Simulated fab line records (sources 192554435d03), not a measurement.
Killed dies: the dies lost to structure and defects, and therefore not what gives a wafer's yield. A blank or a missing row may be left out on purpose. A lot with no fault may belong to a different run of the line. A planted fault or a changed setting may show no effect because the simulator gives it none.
Comparing a struck lot with a sound one	flow n5_finfet	37 steps out of a route of 1938
Sound: these wafers, L326.2, L326.4, L326.6. Struck: wafers L337.4, L337.6 (left out: L337.1, a lot-mate that was not struck); the cause follows at the end.
At each step with rows: each side's tool, then ch and its chambers, then its first start. Under that, the readings that differ: sound wafers	struck wafers	difference of the means	sigmas: that difference in standard deviations of wafers without a fault.
alike: words and numbers the same on both sides, and readings whose means are apart by under 2 such deviations; not compared: readings that were withheld, readings missing a value for some wafer, numbers with overlapping values and no deviation given by the record, and bounds like >300 which may hide the same value.
Wherever a step has rows on one side only, a row that says differs or no value, or a row with sigmas, the two part there. When numbers do not overlap yet have no deviation, they are printed without sigmas and do not part them. A reading missing from all wafers of one side parts the sides only when that side holds two or more wafers.

first, 9 steps without rows for these wafers: N5_MOL_CONTACT_COAG_COAT_34 (resist thk 40 nm); N5_MOL_CONTACT_COAG_EBR_36; N5_MOL_CONTACT_COAG_SOFTBAKE_35 (time 60 s); N5_MOL_CONTACT_COAG_EXPOSE_37 (exposes mask VD, defocus 0 nm); N5_MOL_CONTACT_COAG_PEB_38 (peb time 60 s); N5_MOL_CONTACT_COAG_DEVELOP_39 (develop time 30 s); N5_MOL_CONTACT_COAG_DESCUM_45 (chemistry O2, time 7 s); N5_MOL_CONTACT_COAG_ETCH_65 (etches underlayer in N2/H2, target depth 13 nm, time 10.4 s); N5_MOL_CONTACT_COAG_ETCH_66 (etches SiARC in CF4, target depth 13 nm, time 21.7 s).
N5_MOL_CONTACT_COAG_ALD_133: deposits SiO2, target thk 5 nm, pulse time 1 s, co reactant pulse time 1 s.
  sound on ald_sin-03 ch 2,3, day 6 01:48; struck on ald_sin-03 ch 3, day 9 01:25
reading	sound	struck	difference	sigmas
ald_cycles	35 35 35	55 55	+20	
model.SiO2_of_MOL_CONTACT_COAG_ALD_133.thk_nm (nm)	5 5 5	7.8 8	+2.9	
  alike: heater_power_w, precursor_pulse_height_rel
then, 25 steps without rows for these wafers: N5_MOL_CONTACT_COAG_ETCHBACK_134 (etches SiO2 in CHF3, target depth 10 nm, time 6.7 s); N5_MOL_CONTACT_COAG_ETCH_67 (etches SOC in N2/H2, target depth 60 nm, overetch 21 nm, time 101.2 s); N5_MOL_CONTACT_COAG_STRIP_68 (strips in N2/H2); N5_MOL_CONTACT_COAG_STRIP_69 (strips in N2/H2); N5_MOL_CONTACT_COAG_ETCHBACK_136 (etches SiO2 in CHF3, target depth 25 nm, time 16.7 s); N5_MOL_CONTACT_COAG_STRIP_120 (strips in CHF3); N5_MOL_CONTACT_COAG_VIA_ETCH_117 (etches SiO2 in C4F6/O2, target depth 40 nm, overetch 8 nm, time 26 s); N5_MOL_CONTACT_COAG_ETCH_124 (etches SiNx in CH3F/O2, stops on SiOC, target depth 6.5 nm); N5_MOL_CONTACT_COAG_ETCH_48 (etches SiOC in C4F6/O2, target depth 15 nm, overetch 4.5 nm, time 17 s); N5_MOL_CONTACT_COAG_STRIP_72 (strips in N2/H2); N5_MOL_CONTACT_COAG_STRIP_49 (strips in N2/H2, time 30 s); N5_MOL_CONTACT_COAG_PRECLEAN_138 (cleans in alkaline clean, time 60 s); N5_MOL_CONTACT_COAG_SRD_139 (time 30 s); N5_MOL_CONTACT_COAG_PRE_CLEAN_121; N5_MOL_CONTACT_COAG_CVD_140 (deposits W, target thk 66.5 nm, time 215 s); N5_MOL_CONTACT_COAG_PRECLEAN_127 (cleans in DIW, time 57.5 s); N5_MOL_CONTACT_COAG_SRD_128 (dry time 32 s); N5_MOL_CONTACT_COAG_CMP_52 (polishes, stops on SiO2, t overpolish 1.5 s, target thk 66.5 nm); N5_MOL_CONTACT_COAG_ANNEAL_112 (time 1800 s); N5_BEOL_M0_SAQP_PECVD_00 (deposits SiCN from 3MS/NH3, target thk 8 nm, time 14 s); N5_BEOL_M0_SAQP_ILD_DEP_01 (deposits SiOC from DEMS/O2, target thk 45.419 nm, time 8.7 s); N5_BEOL_M0_SAQP_HM_DEP_02 (deposits TiN, target thk 12 nm); N5_BEOL_M0_SAQP_PECVD_03 (deposits SiCN from 3MS/NH3, target thk 12 nm, time 21.1 s); N5_BEOL_M0_SAQP_PECVD_96 (deposits a-Si from SiH4/He, target thk 45 nm, time 45.2 s); N5_BEOL_M0_SAQP_PECVD_97 (deposits SiNx from SiH4/NH3/N2, target thk 23 nm, time 19.9 s).
N5_BEOL_M4_RC_MEAS_101:
  the record has rows for the sound wafers here (prober-02 ch 0, day 9 06:36) and none for the struck ones
-- a jump in the record: the struck wafers' starts before and after are 7 days apart (it breaks off in module BEOL_M4 and resumes in module PASSIVATION, where the first step shown is number 1936 of the route) --
N5_PASSIVATION_PROBE_49:
  sound on prober-01, day 13 19:55; struck on prober-02, day 16 07:52
reading	sound	struck	difference	sigmas
defect_limited_yield (%)	92.3 92.7 92.7	0 0	-93	-54
killed_at_contacts	16 9 15	1056 1069	+1049	+99 or more
killed_at_front_end	28 31 30	64 61	+33	+2
killed_dies	91 86 86	1180 1180	+1092	+52
killed_on_rim	9 11 9	152 152	+142	+32
killed_short	22 31 27	48 43	+19	+2
sort_bin_5_function (%)	5.1 4.5 3.6	94.8 96.2	+91.1	+76
sort_n_pass	1089 1094 1094	0 0	-1092	-52
sort_yield_pct (%)	92.3 92.7 92.7	0 0	-93	-51
  alike: killed_at_M0_to_M3, killed_at_M4_up, killed_at_other, killed_open, sort_bin_6_memory

== WHERE THEY PART ==
Earliest at N5_BEOL_M4_RC_MEAS_101; latest, in this record, at N5_PASSIVATION_PROBE_49.

WHY: whatever the simulator had introduced
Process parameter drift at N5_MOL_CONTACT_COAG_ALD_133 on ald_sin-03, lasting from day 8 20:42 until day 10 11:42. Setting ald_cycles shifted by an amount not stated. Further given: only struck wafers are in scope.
